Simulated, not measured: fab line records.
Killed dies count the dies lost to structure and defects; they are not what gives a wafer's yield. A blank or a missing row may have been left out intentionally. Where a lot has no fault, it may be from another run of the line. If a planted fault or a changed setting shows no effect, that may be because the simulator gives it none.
Matching of chambers | flow n5-finfet | 4 sister chambers for N5_BEOL_M2_ETCH_64 on rie-diel-04
The step etches SOC in N2/H2, target depth 75 nm, overetch 22.5 nm, time 121.9 s. 8 wafers are shown with their chamber, then 12 later ones without.

## WAFERS WITH THEIR CHAMBER
wafer  | chamber | drypump-motor-current-A (A) | throttle-valve-pct (%)
L083.6 | 3       | 6.1                         | 18.0
L089.3 | 0       | 6.2                         | 18.2
L091.1 | 2       | 4.9                         | 17.4
L091.3 | 0       | 6.2                         | 18.2
L091.4 | 1       | 6.3                         | 17.4
L090.1 | 2       | 4.9                         | 17.4
L090.2 | 1       | 6.3                         | 17.4
L090.4 | 3       | 6.2                         | 18.1

## WAFERS MISSING THEIR CHAMBER
wafer  | drypump-motor-current-A (A) | throttle-valve-pct (%)
L092.2 | 4.9                         | 17.4
L092.3 | 6.3                         | 17.4
L092.5 | 4.9                         | 17.4
L095.1 | 6.2                         | 18.1
L095.2 | 6.2                         | 18.2
L095.3 | 4.9                         | 17.4
L096.1 | 6.2                         | 18.1
L096.2 | 6.3                         | 17.4
L096.6 | 6.2                         | 18.2
L097.1 | 6.2                         | 18.1
L097.3 | 6.2                         | 18.2
L097.5 | 6.3                         | 17.4

## EACH ONE'S CHAMBER
wafer  | from the rows above     | in truth
L092.2 | 2                       | 2
L092.3 | 1                       | 1
L092.5 | 2                       | 2
L095.1 | can't be placed: 3 or 0 | 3
L095.2 | 0                       | 0
L095.3 | 2                       | 2
L096.1 | can't be placed: 3 or 0 | 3
L096.2 | 1                       | 1
L096.6 | 0                       | 0
L097.1 | can't be placed: 3 or 0 | 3
L097.3 | 0                       | 0
L097.5 | 1                       | 1
Placed correctly: 9 of 12. Unplaceable from these rows: 3, with the true chamber sitting among the candidates in 3. 0 placed wrongly.
How it was worked out, from the rows above alone: a wafer's distance from a chamber is the root of the sum, over the readings, of the square of ((its reading less the chamber's mean) divided by the reading's scatter). If the next closest chamber is less than 2 further off than the closest, the wafer can't be placed; otherwise it belongs to the closest. For every chamber, the mean is computed from those of its wafers that are shown. The scatter is the square root of a quotient: the sum, over the shown wafers, of each reading's squared deviation from its chamber's mean, divided by wafers minus chambers.
